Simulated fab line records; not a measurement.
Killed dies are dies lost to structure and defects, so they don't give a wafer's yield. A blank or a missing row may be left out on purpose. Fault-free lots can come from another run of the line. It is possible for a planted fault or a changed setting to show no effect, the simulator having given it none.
Matching of chambers ; flow n5 finfet ; 4 sister chambers for N5_BEOL_M11_ETCH_61 on rie diel-03
The step etches SiARC in CF4, target depth 39 nm, time 65 s. 18 wafers are shown with their chamber, then 9 later ones without.

== WAFERS WITH THEIR CHAMBER ==
wafer;chamber;drypump motor current A (A);throttle valve pct (%);oes product au (a.u.)
L076.2;0;4.9;15.40;0.65
L076.5;0;4.9;15.41;0.66
L076.6;1;6.0;16.09;0.61
L078.1;0;4.9;15.42;0.65
L078.3;2;5.8;15.54;0.61
L078.6;0;4.9;15.41;0.65
L081.2;0;4.9;15.41;0.65
L081.4;2;5.8;15.54;0.62
L081.5;2;5.8;15.54;0.61
L083.3;1;6.1;16.10;0.60
L083.5;2;5.8;15.56;0.61
L083.6;1;6.0;16.12;0.60
L087.1;3;6.7;15.36;0.73
L087.2;2;5.8;15.56;0.60
L087.3;1;6.1;16.12;0.59
L090.3;0;4.9;15.46;0.64
L090.4;1;6.0;16.13;0.58
L090.6;1;6.0;16.15;0.59

SIGNATURES, as means of the wafers listed above
reading;chamber 0;chamber 1;chamber 2;chamber 3;scatter within a chamber
drypump motor current A;4.900;6.033;5.800;6.700;0.0309
throttle valve pct;15.4183;16.1183;15.5480;15.3600;0.019
oes product au;0.6500;0.5950;0.6100;0.7300;0.00824
Rule: a wafer lies at a distance from a chamber equal to the root of the sum of squares, over the readings, of (its reading less the chamber's mean, divided by the reading's scatter). The wafer belongs to the nearest chamber; if the next one is less than 2 further off, it can't be placed. How the scatter is found: for the shown wafers, subtract from each reading the mean of its chamber, square and add these, divide the total by (wafers less chambers), then take the root.

== WAFERS WITH NO CHAMBER GIVEN ==
wafer;drypump motor current A (A);throttle valve pct (%);oes product au (a.u.)
L093.1;5.7;15.60;0.60
L093.5;6.0;16.15;0.59
L093.6;5.8;15.58;0.59
L092.4;4.9;15.46;0.63
L092.5;5.8;15.61;0.60
L092.6;6.0;16.16;0.59
L096.1;5.8;15.62;0.59
L096.3;6.6;15.41;0.70
L096.5;6.6;15.42;0.71

== THE CHAMBER EACH PASSED THROUGH ==
wafer;from the rows above;in truth
L093.1;2;2
L093.5;1;1
L093.6;2;2
L092.4;0;0
L092.5;2;2
L092.6;1;1
L096.1;2;2
L096.3;3;3
L096.5;3;3
Placed correctly: 9 of 9. Can't be placed from these rows: 0. Number placed wrongly: 0.
